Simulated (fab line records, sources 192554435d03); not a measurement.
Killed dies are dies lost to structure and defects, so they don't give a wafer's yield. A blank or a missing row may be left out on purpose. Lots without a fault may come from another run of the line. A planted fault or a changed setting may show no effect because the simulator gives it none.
Tool commonality check | flow n5_finfet | 9 lots, 27 wafers sampled

WHY IT WAS OPENED
At N5_BEOL_M4_RC_MEAS_101 the reading RS_PWELL is flagged on 2 of 9 lots. Wafers without a fault read 3004 ohm/sq, standard deviation 22.
Rule: a lot is flagged when every wafer of it that has a number lies more than 4 standard deviations from that mean, or none has a number. The other lots count as sound.

lot  | measured     | on        | RS_PWELL (ohm/sq), wafer by wafer | flag
L622 | day 9 01:15  | prober-02 | 3010 3004 3021                    |
L627 | day 11 14:48 | prober-02 | 2991 2971 2948                    |
L629 | day 12 19:20 | prober-01 | 3002 3014 2992                    |
L631 | day 13 02:11 | prober-02 | 3002 2990 2976                    |
L634 | day 13 08:50 | prober-02 | 3045 3026 3045                    |
L628 | day 13 12:19 | prober-01 | 2981 2968 2963                    |
L635 | day 14 05:10 | prober-01 | 2983 2990 2983                    |
L640 | day 15 15:37 | prober-01 | 4823 4857 4840                    | FLAGGED
L641 | day 15 22:28 | prober-01 | 4861 4890 4844                    | FLAGGED
The numbers of the flagged lots are 4852 ohm/sq on average: +1848 ohm/sq against the usual, or +84 standard deviations.

WHICH TOOL RAN EACH LOT
The record holds 3 process steps before the reading, out of a route of 1938 steps. In each cell: the tool, then ch and the chambers that the sampled wafers went through, then the start.
lot  | flag    | N5_WELL_APT_DESCUM_30             | N5_WELL_APT_IMPLANT_31         | N5_PMOS_HMC_CHANNEL_EPI_STRIP_33
L622 |         | rie_diel-04 ch 0,3, day 2 09:07   | implanter-02 ch 0, day 2 09:15 | rie_diel-06 ch 1,2,3, day 2 11:28
L627 |         | rie_diel-04 ch 2,3, day 3 15:37   | implanter-01 ch 0, day 3 15:44 | rie_diel-03 ch 1,2,3, day 3 18:19
L629 |         | rie_diel-04 ch 0,3, day 4 03:20   | implanter-01 ch 0, day 4 03:28 | rie_diel-02 ch 0,2, day 4 06:02
L631 |         | rie_diel-04 ch 1,2,3, day 4 15:20 | implanter-01 ch 0, day 4 15:28 | rie_diel-03 ch 0,2,3, day 4 17:59
L634 |         | rie_diel-05 ch 1,2,3, day 5 08:53 | implanter-01 ch 0, day 5 09:01 | rie_diel-02 ch 2,3, day 5 11:11
L628 |         | rie_diel-05 ch 1,3, day 3 21:03   | implanter-02 ch 0, day 3 21:13 | rie_diel-02 ch 0,2, day 3 23:41
L635 |         | rie_diel-04 ch 1,2, day 5 15:44   | implanter-02 ch 0, day 5 15:52 | rie_diel-06 ch 1,3, day 5 18:04
L640 | FLAGGED | rie_diel-04 ch 1,2,3, day 6 22:14 | implanter-01 ch 0, day 6 22:25 | rie_diel-03 ch 0,3, day 7 00:31
L641 | FLAGGED | rie_diel-05 ch 1,3, day 7 04:01   | implanter-01 ch 0, day 7 04:09 | rie_diel-03 ch 0,1,3, day 7 06:49
What these steps do:
- N5_WELL_APT_DESCUM_30: chemistry O2, time 7.9 s.
- N5_WELL_APT_IMPLANT_31
- N5_PMOS_HMC_CHANNEL_EPI_STRIP_33: strips in N2/H2.
- N5_BEOL_M4_RC_MEAS_101

FLAGGED OVER TOTAL, TOOL BY TOOL (the gauges that took the reading come last)
step                             | tool         | lots run | flagged | share of the flagged lots | sound lots run after its first flagged lot
N5_WELL_APT_DESCUM_30            | rie_diel-04  | 6        | 1       | some                      | 0
N5_WELL_APT_DESCUM_30            | rie_diel-05  | 3        | 1       | some                      | 0
N5_WELL_APT_IMPLANT_31           | implanter-01 | 6        | 2       | all                       | 0
N5_WELL_APT_IMPLANT_31           | implanter-02 | 3        | 0       | none                      | -
N5_PMOS_HMC_CHANNEL_EPI_STRIP_33 | rie_diel-02  | 3        | 0       | none                      | -
N5_PMOS_HMC_CHANNEL_EPI_STRIP_33 | rie_diel-03  | 4        | 2       | all                       | 0
N5_PMOS_HMC_CHANNEL_EPI_STRIP_33 | rie_diel-06  | 2        | 0       | none                      | -
N5_BEOL_M4_RC_MEAS_101           | prober-01    | 5        | 2       | all                       | 0
N5_BEOL_M4_RC_MEAS_101           | prober-02    | 4        | 0       | none                      | -

WHAT THE TABLE ALLOWS
3 rows of the table ran every flagged lot: implanter-01 at N5_WELL_APT_IMPLANT_31, rie_diel-03 at N5_PMOS_HMC_CHANNEL_EPI_STRIP_33, prober-01 at N5_BEOL_M4_RC_MEAS_101.
- implanter-01 at N5_WELL_APT_IMPLANT_31: 2 of its 6 lots flagged. Its last sound lot is L634 (day 5 09:01), its first flagged lot L640 (day 6 22:25): a fault that began between those two fits. Its own readings lie more than 4 standard deviations out on every wafer of the flagged lots: dose_ions_cm2, faraday_current_uA.
- rie_diel-03 at N5_PMOS_HMC_CHANNEL_EPI_STRIP_33: 2 of its 4 lots flagged. Its last sound lot is L631 (day 4 17:59), its first flagged lot L640 (day 7 00:31): a fault that began between those two fits.
- prober-01 at N5_BEOL_M4_RC_MEAS_101: 2 of its 5 lots flagged. Its last sound lot is L635 (day 14 05:10), its first flagged lot L640 (day 15 15:37): a fault that began between those two fits.
Counting lots can't tell these 3 tools apart, because each fits a fault that began at some hour. More lots, or a look at what each step does to the wafer, might.

WHAT THE SIMULATOR HAD PUT IN
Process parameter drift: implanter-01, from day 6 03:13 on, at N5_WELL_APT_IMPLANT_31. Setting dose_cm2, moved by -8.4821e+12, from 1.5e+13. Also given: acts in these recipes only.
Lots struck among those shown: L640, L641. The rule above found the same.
